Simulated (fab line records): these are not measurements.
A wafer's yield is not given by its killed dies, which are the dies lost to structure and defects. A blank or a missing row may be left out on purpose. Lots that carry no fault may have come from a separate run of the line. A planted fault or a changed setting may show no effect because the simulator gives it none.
A struck lot beside a sound one :: flow n5-finfet :: 37 steps out of a route of 1938
Sound: wafers L772.2, L772.3, L772.5. Wafers L769.1, L769.2, L769.3 were the ones struck. At the end, the cause is stated.
For every step that has rows: the tool of each side, followed by ch and its chambers, followed by its first start. Under that, the readings that differ: sound wafers :: struck wafers :: difference of the means :: sigmas: that difference in standard deviations of wafers without a fault.
alike: readings with means less than 2 such deviations apart, plus words and numbers identical on both sides. not compared: withheld readings, readings lacking a value on some wafer, bounds such as >300 that could conceal the same value, and numbers that have no deviation in the record and whose values overlap.
A row with sigmas, a row that says differs or no value, or rows on one side alone: a step with any of these is where the two part. Numbers that have no deviation but don't overlap get no sigmas and don't part them. Lack of a reading on every wafer of one side parts them only where that side has two or more wafers.

first, 9 steps without rows for these wafers: N5_BEOL_M4_ANNEAL_95 (time 240 s); N5_BEOL_M4_SPUTTER_96 (material Cu, target thk 4.5 nm, time 8.29 s); N5_BEOL_M4_ECD_50 (material Cu, target thk 300 nm); N5_BEOL_M4_ANNEAL_51 (time 90 s); N5_BEOL_M4_CMP_52 (polishes, stops on SiOC, t overpolish 6.8 s, target thk 40 nm); N5_BEOL_M4_PRE_CLEAN_60 (time 15 s); N5_BEOL_M4_CO_CAP_55 (material Co, precursor CCTBA/H2, target thk 2 nm, time 102.1 s); N5_BEOL_M4_PRE_CLEAN_56 (time 15 s); N5_BEOL_M4_DEP_57 (deposits SiCN from 3MS/NH3, target thk 8 nm, time 14 s).
N5_BEOL_M4_RC_MEAS_101:
  sound on prober-01 ch 0, day 15 13:35; struck on prober-01 ch 0, day 14 19:16
reading: IOFF_N (nA/um)
sound: 0.14 0.14 0.10
struck: 0.27 0.19 0.19
difference: +0.09
sigmas: +2

reading: VT_N (mV)
sound: 256 254 256
struck: 245 248 246
difference: -9
sigmas: -2
  alike: DIBL_N, DIBL_P, IOFF_P, ION_N, ION_P, SS_N, SS_P, VT_P
then, 24 steps without rows for these wafers: N5_BEOL_M5_ILD_DEP_00 (deposits SiCOH lowk from DEMS/porogen, target thk 140.64 nm, time 25.9 s); N5_BEOL_M5_CURE_79 (cures SiCOH lowk, time 240 s); N5_BEOL_M5_PECVD_70 (deposits SiO2 from TEOS/O2, target thk 16 nm, time 18 s); N5_BEOL_M5_HM_DEP_02 (deposits TiN, target thk 20 nm); N5_BEOL_M5_COAT_59 (time 60 s, resist thk 60 nm); N5_BEOL_M5_COAT_60 (time 60 s, resist thk 12 nm); N5_BEOL_M5_COAT_71 (time 60 s, resist thk 5 nm); N5_BEOL_M5_COAT_05 (resist thk 30 nm); N5_BEOL_M5_EBR_07; N5_BEOL_M5_SOFTBAKE_06 (time 60 s); N5_BEOL_M5_EXPOSE_08 (exposes mask M5, target cd 28 nm); N5_BEOL_M5_PEB_09 (peb time 60 s); N5_BEOL_M5_DEVELOP_10 (develop time 30 s); N5_BEOL_M5_DESCUM_16 (chemistry O2, time 7 s); N5_BEOL_M5_ETCH_72 (etches underlayer in N2/H2, target depth 6.5 nm, time 5.2 s); N5_BEOL_M5_ETCH_61 (etches SiARC in CF4, target depth 15.6 nm, time 26 s); N5_BEOL_M5_ETCH_62 (etches SOC in N2/H2, target depth 75 nm, overetch 15 nm, time 112.5 s); N5_BEOL_M5_STRIP_63 (strips in N2/H2); N5_BEOL_M5_STRIP_73 (strips in N2/H2); N5_BEOL_M5_STRIP_64 (strips in CF4); N5_BEOL_M5_HM_OPEN_17 (chemistry Cl2/BCl3, target TiN, target depth 20 nm, overetch 6 nm); N5_BEOL_M5_STRIP_19 (strips in O2); N5_BEOL_M5_COAT_65 (time 60 s, resist thk 60 nm); N5_BEOL_M5_COAT_66 (time 60 s, resist thk 12 nm).
-- a jump in the record: the struck wafers' starts before and after are 3 days apart (it breaks off in module BEOL_M5 and resumes in module BEOL_M11, where the first step shown is number 1572 of the route) --
N5_BEOL_M11_ETCH_65: etches SiARC in CF4, target depth 39 nm, time 65 s.
  sound on rie-diel-03 ch 1,2,3, day 18 11:20; struck on rie-diel-06 ch 0,1,2, day 17 21:00
  no value came back on the struck wafers for any of 8 readings (bias-w (W), cf4-flow-sccm (sccm) and others); on the sound wafers bias-w (W) reads 35.95 35.82 36.20
reading: model.CAR-ArF_of_BEOL_M11_COAT_22.thk-nm (nm)
sound: 55.2 55.2 55.4
struck: 83.2 83 83.2
difference: +27.9
sigmas: 
  not compared: rf-hours-counter-h
N5_BEOL_M11_ETCH_66: etches SOC in N2/H2, target depth 120 nm, overetch 24 nm, time 180 s.
  sound on rie-diel-03 ch 1,2,3, day 18 11:23; struck on rie-diel-06 ch 0,1,2, day 17 21:03
reading: oes-product-au (a.u.)
sound: 0.59 0.57 0.71
struck: 0.29 0.31 0.28
difference: -0.33
sigmas: -7
  alike: bias-w, chamber-pressure-mTorr, drypump-motor-current-A, rf-vpp-V, showerhead-plenum-p-Torr, throttle-valve-pct
  not compared: rf-hours-counter-h
-- a jump in the record: the struck wafers' starts before and after are 2 days apart (it breaks off in module BEOL_M11 and resumes in module PASSIVATION, where the first step shown is number 1936 of the route) --
N5_PASSIVATION_PROBE_49:
  rows exist in the record for the struck wafers here (prober-02, day 20 04:02), but not for the sound ones

== WHERE THEY PART ==
At N5_BEOL_M4_RC_MEAS_101 first; at N5_PASSIVATION_PROBE_49 last (within this record only).

WHY: what the simulator had put in
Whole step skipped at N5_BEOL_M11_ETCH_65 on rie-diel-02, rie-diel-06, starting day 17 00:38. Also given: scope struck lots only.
